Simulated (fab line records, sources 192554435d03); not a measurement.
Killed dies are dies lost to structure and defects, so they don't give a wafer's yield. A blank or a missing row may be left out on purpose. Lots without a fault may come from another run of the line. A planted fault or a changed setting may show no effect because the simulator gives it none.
Chamber matching | flow n5_finfet | N5_BEOL_M7_ETCH_62 on rie_diel-02: 4 sister chambers
The step etches SOC in N2/H2, target depth 110 nm, overetch 22 nm, time 165 s. 27 wafers are shown with their chamber, then 12 later ones without.

WAFERS WITH THEIR CHAMBER
wafer  | chamber | drypump_motor_current_A (A) | showerhead_plenum_p_Torr (Torr) | throttle_valve_pct (%)
L075.1 | 2       | 6.5                         | 2.47                            | 17.69
L075.3 | 0       | 5.4                         | 2.58                            | 17.74
L075.6 | 1       | 6.4                         | 2.65                            | 17.64
L078.1 | 1       | 6.4                         | 2.65                            | 17.68
L078.2 | 3       | 6.8                         | 2.47                            | 18.36
L078.3 | 2       | 6.5                         | 2.46                            | 17.69
L078.4 | 0       | 5.4                         | 2.58                            | 17.71
L078.5 | 3       | 6.8                         | 2.47                            | 18.37
L078.6 | 2       | 6.5                         | 2.46                            | 17.72
L079.1 | 2       | 6.5                         | 2.46                            | 17.69
L079.2 | 0       | 5.4                         | 2.58                            | 17.71
L079.4 | 1       | 6.4                         | 2.65                            | 17.66
L081.2 | 1       | 6.4                         | 2.65                            | 17.69
L081.4 | 0       | 5.4                         | 2.58                            | 17.72
L081.6 | 3       | 6.8                         | 2.47                            | 18.37
L082.1 | 1       | 6.4                         | 2.65                            | 17.67
L082.4 | 3       | 6.8                         | 2.47                            | 18.38
L082.6 | 0       | 5.4                         | 2.58                            | 17.72
L085.2 | 0       | 5.4                         | 2.58                            | 17.73
L085.4 | 2       | 6.6                         | 2.46                            | 17.71
L085.6 | 2       | 6.6                         | 2.46                            | 17.70
L084.2 | 0       | 5.4                         | 2.57                            | 17.74
L084.4 | 2       | 6.5                         | 2.46                            | 17.72
L084.5 | 3       | 6.8                         | 2.47                            | 18.38
L089.1 | 0       | 5.4                         | 2.57                            | 17.76
L089.2 | 3       | 6.8                         | 2.46                            | 18.38
L089.4 | 1       | 6.4                         | 2.65                            | 17.69

SIGNATURES (means of the wafers above)
reading                  | chamber 0 | chamber 1 | chamber 2 | chamber 3 | scatter within a chamber
drypump_motor_current_A  | 5.400     | 6.400     | 6.529     | 6.800     | 0.0249
showerhead_plenum_p_Torr | 2.5775    | 2.6500    | 2.4614    | 2.4683    | 0.00372
throttle_valve_pct       | 17.7287   | 17.6717   | 17.7029   | 18.3733   | 0.0154
Rule: a wafer's distance from a chamber is the root of the sum, over the readings, of the square of ((its reading less the chamber's mean) divided by the reading's scatter). The wafer belongs to the nearest chamber; if the next one is less than 2 further off, it can't be placed. The scatter: the root of (the sum of the squares of (reading less its chamber's mean) over the shown wafers, divided by (wafers less chambers)).

WAFERS WITHOUT THEIR CHAMBER
wafer  | drypump_motor_current_A (A) | showerhead_plenum_p_Torr (Torr) | throttle_valve_pct (%)
L088.1 | 5.4                         | 2.57                            | 17.75
L088.2 | 6.5                         | 2.46                            | 17.73
L088.5 | 5.4                         | 2.57                            | 17.75
L091.1 | 6.8                         | 2.46                            | 18.41
L091.2 | 6.4                         | 2.64                            | 17.72
L091.4 | 6.8                         | 2.46                            | 18.42
L093.1 | 6.8                         | 2.46                            | 18.41
L093.2 | 6.4                         | 2.64                            | 17.71
L093.3 | 5.4                         | 2.57                            | 17.78
L093.4 | 6.5                         | 2.45                            | 17.75
L093.5 | 6.5                         | 2.45                            | 17.74
L093.6 | 6.4                         | 2.64                            | 17.73

WHICH CHAMBER EACH WENT THROUGH
wafer  | from the rows above | in truth
L088.1 | 0                   | 0
L088.2 | 2                   | 2
L088.5 | 0                   | 0
L091.1 | 3                   | 3
L091.2 | 1                   | 1
L091.4 | 3                   | 3
L093.1 | 3                   | 3
L093.2 | 1                   | 1
L093.3 | 0                   | 0
L093.4 | 2                   | 2
L093.5 | 2                   | 2
L093.6 | 1                   | 1
Placed correctly: 12 of 12. Can't be placed from these rows: 0. Placed wrongly: 0.
